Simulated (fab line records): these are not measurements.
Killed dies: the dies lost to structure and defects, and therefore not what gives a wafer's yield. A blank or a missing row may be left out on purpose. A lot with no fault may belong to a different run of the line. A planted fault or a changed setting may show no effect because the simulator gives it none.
Chamber matching | flow n5_finfet | rie_diel-04 running N5_BEOL_M6_STRIP_67: 4 sister chambers
The step strips in CF4. 27 wafers are shown with their chamber, then 12 later ones without.

== EACH WAFER AND ITS CHAMBER ==
wafer  | chamber | showerhead_plenum_p_Torr (Torr) | drypump_motor_current_A (A) | throttle_valve_pct (%)
L075.2 | 3       | 1.79                            | 5.8                         | 13.53
L075.4 | 2       | 1.75                            | 5.7                         | 13.41
L075.6 | 0       | 1.90                            | 5.7                         | 13.30
L074.4 | 0       | 1.90                            | 5.8                         | 13.30
L074.5 | 3       | 1.79                            | 5.8                         | 13.53
L074.6 | 2       | 1.75                            | 5.7                         | 13.42
L076.1 | 0       | 1.90                            | 5.7                         | 13.29
L076.2 | 3       | 1.79                            | 5.8                         | 13.52
L076.5 | 2       | 1.75                            | 5.8                         | 13.41
L079.1 | 0       | 1.90                            | 5.7                         | 13.33
L079.2 | 2       | 1.75                            | 5.8                         | 13.42
L079.6 | 3       | 1.79                            | 5.8                         | 13.53
L077.1 | 2       | 1.74                            | 5.8                         | 13.44
L077.3 | 0       | 1.90                            | 5.7                         | 13.34
L077.5 | 0       | 1.90                            | 5.7                         | 13.31
L078.2 | 3       | 1.78                            | 5.8                         | 13.55
L078.4 | 2       | 1.74                            | 5.8                         | 13.46
L078.5 | 0       | 1.90                            | 5.7                         | 13.35
L083.1 | 3       | 1.78                            | 5.8                         | 13.56
L083.5 | 0       | 1.90                            | 5.7                         | 13.35
L083.6 | 1       | 1.83                            | 6.4                         | 13.85
L084.1 | 2       | 1.74                            | 5.8                         | 13.46
L084.3 | 0       | 1.90                            | 5.7                         | 13.37
L084.6 | 3       | 1.78                            | 5.8                         | 13.58
L086.3 | 2       | 1.74                            | 5.7                         | 13.48
L086.4 | 1       | 1.83                            | 6.4                         | 13.89
L086.5 | 1       | 1.83                            | 6.4                         | 13.89

SIGNATURES, as means of the wafers listed above
reading                  | chamber 0 | chamber 1 | chamber 2 | chamber 3 | scatter within a chamber
showerhead_plenum_p_Torr | 1.9000    | 1.8300    | 1.7450    | 1.7857    | 0.00402
drypump_motor_current_A  | 5.711     | 6.400     | 5.763     | 5.800     | 0.0347
throttle_valve_pct       | 13.3267   | 13.8767   | 13.4375   | 13.5429   | 0.0255
Rule: a wafer lies at a distance from a chamber equal to the root of the sum of squares, over the readings, of (its reading less the chamber's mean, divided by the reading's scatter). If the next closest chamber is less than 2 further off than the closest, the wafer can't be placed; otherwise it belongs to the closest. The scatter is the square root of a quotient: the sum, over the shown wafers, of each reading's squared deviation from its chamber's mean, divided by wafers minus chambers.

== WAFERS WITH NO CHAMBER GIVEN ==
wafer  | showerhead_plenum_p_Torr (Torr) | drypump_motor_current_A (A) | throttle_valve_pct (%)
L090.2 | 1.74                            | 5.7                         | 13.50
L090.3 | 1.83                            | 6.4                         | 13.91
L090.4 | 1.78                            | 5.8                         | 13.62
L092.2 | 1.74                            | 5.7                         | 13.51
L092.5 | 1.74                            | 5.7                         | 13.50
L092.6 | 1.83                            | 6.4                         | 13.90
L093.1 | 1.74                            | 5.8                         | 13.52
L093.4 | 1.78                            | 5.8                         | 13.63
L093.5 | 1.78                            | 5.8                         | 13.63
L095.2 | 1.77                            | 5.8                         | 13.62
L095.3 | 1.73                            | 5.7                         | 13.52
L095.5 | 1.78                            | 5.8                         | 13.64

== EACH ONE'S CHAMBER ==
wafer  | from the rows above | in truth
L090.2 | 2                   | 2
L090.3 | 1                   | 1
L090.4 | 3                   | 3
L092.2 | 2                   | 2
L092.5 | 2                   | 2
L092.6 | 1                   | 1
L093.1 | 2                   | 2
L093.4 | 3                   | 3
L093.5 | 3                   | 3
L095.2 | 3                   | 3
L095.3 | 2                   | 2
L095.5 | 3                   | 3
Correctly placed: 12 of 12. From these rows, 0 cannot be placed. Wrongly placed: 0.
